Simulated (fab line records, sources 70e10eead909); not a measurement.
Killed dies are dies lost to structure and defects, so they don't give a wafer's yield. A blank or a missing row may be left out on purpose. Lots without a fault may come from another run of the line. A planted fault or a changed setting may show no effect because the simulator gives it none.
A struck lot beside a sound one | flow nand_harc | 13 steps out of a route of 1159
Sound: wafers L460.2, L460.5, L460.6. Struck: wafers L471.1, L471.4, L471.5. The cause comes at the end.
At each step with rows: each side's tool, then ch and its chambers, then its first start. Under that, the readings that differ: sound wafers | struck wafers | difference of the means | sigmas: that difference in standard deviations of wafers without a fault.
alike: readings whose means differ by less than 2 such deviations, and words and numbers that are the same on both sides. not compared: withheld readings, readings that some wafer has no value for, bounds like >300 that may hide the same value, and numbers for which the record gives no deviation and whose values overlap.
The two part at a step that has a row with sigmas, a row that says differs or no value, or rows on one side only. Numbers that don't overlap but have no deviation are shown without sigmas and don't part them. A reading that every wafer of one side lacks parts them only if that side has two wafers or more.

NHARC_P_M1_INSPECT_27:
  sound on defect_inspect-02, day 6 12:47; struck on defect_inspect-01, day 8 13:34
  alike: raw_defect_count
NHARC_P_M1_PRE_CLEAN_32: time 12 s.
  sound on pecvd-02 ch 1,2, day 6 12:57; struck on pecvd-03 ch 0,2, day 8 13:38
  alike: heater_power_w
  not compared: since_wet_clean_h
NHARC_P_M1_DEP_33: deposits SiCN, target thk 30 nm.
  sound on pecvd-02 ch 1,2, day 6 13:05; struck on pecvd-03 ch 0,2, day 8 13:43
  alike: heater_power_w
  not compared: since_wet_clean_h
then, 8 steps without rows for these wafers: NHARC_P_M2_DEP_00 (deposits SiOC, target thk 182.5 nm); NHARC_P_M2_DEHYDRATE_01 (time 120 s); NHARC_P_M2_HMDS_02 (time 30 s); NHARC_P_M2_COAT_34 (time 65 s); NHARC_P_M2_COAT_03 (resist thk 90 nm); NHARC_P_M2_SOFTBAKE_04 (time 55 s); NHARC_P_M2_EBR_05; NHARC_P_M2_EXPOSE_06 (exposes mask P M2, target cd 170 nm).
NHARC_P_M2_PEB_07: peb time 65 s.
  sound on litho_track-06 ch 0, day 6 14:11; struck on litho_track-04, day 8 14:52
  no value came back on the struck wafers for chill_plate_temp_C (C), exhaust_pa (Pa), resist_line_temp_C (C); on the sound wafers chill_plate_temp_C (C) reads 22.95 22.87 22.90
then, 1 step without rows for these wafers: NHARC_P_M2_DEVELOP_08 (develop time 35 s).

WHERE THEY PART
Only at NHARC_P_M2_PEB_07, within this record.

WHY: what the simulator had put in
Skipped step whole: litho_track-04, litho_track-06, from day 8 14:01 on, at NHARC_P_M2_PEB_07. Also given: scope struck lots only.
